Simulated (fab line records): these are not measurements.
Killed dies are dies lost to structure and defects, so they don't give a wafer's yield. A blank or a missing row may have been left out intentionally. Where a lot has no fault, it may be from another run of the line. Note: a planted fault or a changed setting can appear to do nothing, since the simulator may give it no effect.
Which tool is to blame? ; flow n5_finfet ; Sampling: 11 lots, 33 wafers, 5 of 1938 route steps

## WHAT EACH GAUGE READ, for each wafer
N5_BEOL_M4_RC_MEAS_101.
lot;measured;on;DIBL_N (mV/V);DIBL_P (mV/V);IOFF_N (nA/um);IOFF_P (nA/um);ION_N (uA/um);ION_P (uA/um);SS_N (mV/dec);SS_P (mV/dec);VT_N (mV);VT_P (mV)
L754;day 7 14:05;prober-01;36.3 35.6 36.4;35.8 34.9 35.2;0.162 0.149 0.160;0.194 0.182 0.188;674 654 655;458 449 453;71.9 71.7 71.4;73.4 73.3 74.0;249.4 250.6 249.2;-251.8 -255.3 -251.0
L755;day 8 04:02;prober-02;36.6 36.5 37.0;35.3 34.2 35.8;0.157 0.150 0.172;0.211 0.201 0.227;666 667 672;463 459 464;71.3 72.1 71.7;72.8 73.1 73.0;249.4 252.6 248.8;-248.3 -251.7 -248.0
L757;day 8 06:36;prober-02;37.0 35.4 34.7;37.7 36.0 35.2;0.187 0.150 0.138;0.214 0.183 0.173;688 673 665;461 456 456;72.5 71.9 71.7;73.3 73.1 72.8;246.9 251.1 250.6;-248.0 -253.8 -253.1
L756;day 9 02:45;prober-01;35.1 34.0 35.6;36.3 34.5 37.5;0.140 0.123 0.162;0.184 0.166 0.199;657 662 678;452 454 459;71.0 71.6 71.6;72.7 72.7 73.4;250.2 251.7 249.5;-253.4 -255.6 -253.3
L758;day 8 20:59;prober-01;36.0 36.0 36.9;36.0 35.6 37.8;0.149 0.144 0.173;0.187 0.178 0.210;658 661 673;446 452 458;71.7 71.4 72.4;73.1 73.0 73.6;253.4 253.4 250.8;-250.9 -251.6 -251.3
L759;day 9 13:40;prober-01;37.4 37.9 36.1;37.3 38.3 36.5;0.179 0.193 0.152;0.263 0.274 0.238;691 672 689;480 466 474;71.8 72.1 71.8;73.7 74.0 73.6;247.9 243.3 246.9;-244.0 -242.7 -246.4
L760;day 9 11:40;prober-01;36.4 33.3 35.5;36.7 33.2 35.5;0.144 0.112 0.134;0.225 0.173 0.205;652 676 669;459 465 464;70.8 70.8 71.2;73.0 71.9 72.8;252.7 254.2 252.9;-248.0 -249.8 -250.0
L771;day 12 18:50;prober-02;35.7 35.6 35.6;36.6 36.9 36.2;0.176 0.173 0.174;0.214 0.209 0.202;678 675 682;460 461 459;71.9 72.3 72.5;73.4 73.1 73.6;248.0 249.2 247.9;-253.1 -250.9 -251.1
L774;day 12 22:19;prober-02;38.6 36.9 39.0;37.3 36.2 37.4;0.201 0.162 0.196;0.240 0.213 0.229;679 664 666;465 454 460;71.2 70.9 71.8;73.5 73.0 73.7;245.6 249.2 246.6;-246.5 -248.0 -249.1
L775;day 13 12:11;prober-01;36.0 37.5 36.9;36.4 38.9 38.2;0.163 0.194 0.180;0.219 0.256 0.244;675 671 674;461 460 465;71.3 71.9 71.4;73.2 73.7 73.9;246.9 245.0 247.3;-248.3 -248.7 -248.9
L776;day 13 14:47;prober-02;38.4 39.1 37.7;38.8 39.1 37.5;0.186 0.205 0.175;0.236 0.240 0.207;677 685 684;466 467 463;71.4 72.2 71.6;73.5 73.5 72.5;249.3 246.7 248.6;-249.4 -248.1 -252.9

N5_PASSIVATION_OVL_MEAS_60.
lot;measured;on;TV_OVL (nm)
L754;day 10 21:17;overlay-02;-6 -7 -4
L755;day 12 13:14;overlay-01;2 9 7
L757;day 11 21:05;overlay-02;1 -5 5
L756;day 13 03:21;overlay-02;-7 1 5
L758;day 12 13:00;overlay-01;2 1 5
L759;day 13 15:02;overlay-01;0 -6 0
L760;day 13 10:13;overlay-02;-6 -3 -5
L771;day 16 17:11;overlay-02;-9 -13 -8
L774;day 17 06:16;overlay-02;6 1 3
L775;day 17 19:02;overlay-02;2 -4 -8
L776;day 17 19:38;overlay-02;4 2 0

N5_PASSIVATION_OVL_MEAS_63.
lot;measured;on;PAD_OVL (nm)
L754;day 10 22:37;overlay-02;-12 -11 -4
L755;day 12 16:21;overlay-01;-13 -12 -13
L757;day 11 23:08;overlay-02;-8 -1 2
L756;day 13 06:13;overlay-01;9 5 10
L758;day 12 14:31;overlay-02;4 -2 -6
L759;day 13 17:55;overlay-01;-5 -4 -7
L760;day 13 11:50;overlay-02;-4 6 0
L771;day 16 18:52;overlay-01;-14 -5 -9
L774;day 17 07:45;overlay-01;8 2 3
L775;day 17 20:44;overlay-02;4 2 3
L776;day 17 21:04;overlay-02;-5 -1 2

N5_PASSIVATION_CD_MEAS_44: target cd 40000 nm.
lot;measured;on;cd_nm (nm)
L754;day 11 00:20;cd_sem-03;40002 40005 40002
L755;day 12 18:50;cd_sem-02;40002 40001 40002
L757;day 12 00:50;cd_sem-03;40000 39996 40000
L756;day 13 08:08;cd_sem-03;40000 40005 40001
L758;day 12 16:26;cd_sem-01;39998 40000 40003
L759;day 13 19:55;cd_sem-03;39998 40000 40000
L760;day 13 14:15;cd_sem-02;40006 40006 40001
L771;day 16 20:34;cd_sem-01;40001 39999 40001
L774;day 17 09:50;cd_sem-03;39999 40002 40003
L775;day 17 22:43;cd_sem-01;39997 39996 39994
L776;day 17 23:34;cd_sem-01;40000 39999 39995

## EACH LOT AND THE TOOL THAT RAN IT (in order: tool; ch and the chambers of the sampled wafers; start)
lot;N5_BEOL_M3_EXPOSE_08
L754;euv_scanner-02 ch 0, day 6 20:03
L755;euv_scanner-02 ch 0, day 7 11:03
L757;euv_scanner-02 ch 0, day 7 15:40
L756;euv_scanner-02 ch 0, day 8 01:50
L758;euv_scanner-02 ch 0, day 8 03:11
L759;euv_scanner-02 ch 0, day 8 04:37
L760;euv_scanner-02 ch 0, day 8 06:53
L771;euv_scanner-01 ch 0, day 11 22:28
L774;euv_scanner-01 ch 0, day 12 06:48
L775;euv_scanner-01 ch 0, day 12 13:53
L776;euv_scanner-01 ch 0, day 12 17:08
- N5_BEOL_M3_EXPOSE_08: exposes mask M3.

## AS READ BY THE TOOLS THEMSELVES (means over the sampled wafers that have a number; for cases with no such wafer, the mark the record gives instead)
The record holds no such reading with a usual standard deviation.

## THE ANSWER, worked out from the rows above alone
Rule: the usual values come from the lots themselves. The widest of any qualifying gaps counts: lots, ordered by their means at a reading, are off when they make up no more than a third of the lots, leave a main group of 4 or more, and stand apart from it by 3 or more times the standard deviation of that group's means. A main group whose means are all the same, to the digits that the tables above print for the reading, isn't used. A lot without any number at a reading at which 4 lots or more have one is off too. Where the step has rows for the other lots, those lots are counted as sound. Order of review: gauges by route order, followed by the tools' own readings, for which a lot's mean as printed above is used. At the first step where some lot is off, the reading lying furthest off is the one used; lots without a number count as furthest.
None of the lots is off at any reading shown; this tells nothing.

## WHAT THE SIMULATOR HAD PUT IN
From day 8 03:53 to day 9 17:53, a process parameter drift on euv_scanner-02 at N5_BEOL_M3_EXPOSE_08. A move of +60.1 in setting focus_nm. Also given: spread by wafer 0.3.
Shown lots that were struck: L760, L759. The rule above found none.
